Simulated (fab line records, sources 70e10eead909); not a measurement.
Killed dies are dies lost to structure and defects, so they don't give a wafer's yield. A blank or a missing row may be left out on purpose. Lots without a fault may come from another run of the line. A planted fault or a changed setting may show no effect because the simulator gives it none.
One fault seen from 2 desks | flow nand_harc | each desk has only its own numbers; what lay behind them comes last

THE TOOL OWNER'S DESK: cmp-04
The tool's own readings at NHARC_P_M2_CMP_23 (polishes, t overpolish 20 s, target thk 144.3 nm): means of the sampled wafers that have a number, for each lot that ran on this tool. A lot is out of limits, marked OUT, if its mean lies more than 4 standard deviations from the usual mean; the brackets give that distance.
Columns: A = motor_current_A at NHARC_P_M2_CMP_23, usual 12.0 A; B = retaining_ring_pressure_frac at NHARC_P_M2_CMP_23, usual 1.000; C = time_to_endpoint_s at NHARC_P_M2_CMP_23, usual 29 s
lot  | first seen here | A    | B     | C
L475 | day 7 08:38     | 13.9 | 0.995 | 15 (-4.4) OUT
L476 | day 7 14:10     | 13.1 | 1.006 | 13 (-5.0) OUT
L489 | day 10 13:24    | 12.6 | 0.996 | 27
This desk's finding: out of limits on L475, L476; first on L475, day 7 08:38 (time_to_endpoint_s at NHARC_P_M2_CMP_23). In limits: L489.

THE METROLOGY DESK
What the gauges read, lot by lot, whatever tool the lot ran on: means of the sampled wafers that have a number. A lot is out of limits, marked OUT, if its mean lies more than 4 standard deviations from the usual mean; the brackets give that distance.
Columns: A = cd_nm at NHARC_P_M2_CD_MEAS_16, usual 169.5 nm; B = thk_nm at NHARC_P_M2_THK_MEAS_24, usual 144.0 nm
lot  | first seen here | A     | B
L475 | day 7 06:48     | 169.2 | 133.1 (-7.3) OUT
L476 | day 7 12:16     | 169.8 | 135.0 (-6.0) OUT
L484 | day 9 08:40     | 169.2 | 143.7
L486 | day 10 01:25    | 168.7 | 142.7
L489 | day 10 11:34    | 169.0 | 142.9
L492 | day 11 06:22    | 170.1 | 144.3
This desk's finding: out of limits on L475, L476; first on L475, day 7 08:56 (thk_nm at NHARC_P_M2_THK_MEAS_24). In limits: L484, L486, L489, L492.

PUT TOGETHER
The tool owner's desk could have raised an alarm at day 7 08:38, on L475, L476.
The metrology desk could have raised an alarm at day 7 08:56, on L475, L476.
Of the lots named, all ran NHARC_P_M2_CMP_23 on cmp-04.

WHAT THE SIMULATOR HAD PUT IN
Process parameter drift: cmp-04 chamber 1, from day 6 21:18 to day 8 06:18, at NHARC_P_M2_CMP_23. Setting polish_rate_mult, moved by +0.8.
Lots struck among those shown: L475, L476.
Hours from the fault's start to each desk's first reading out of limits: the tool owner's desk, 11; the metrology desk, 12.
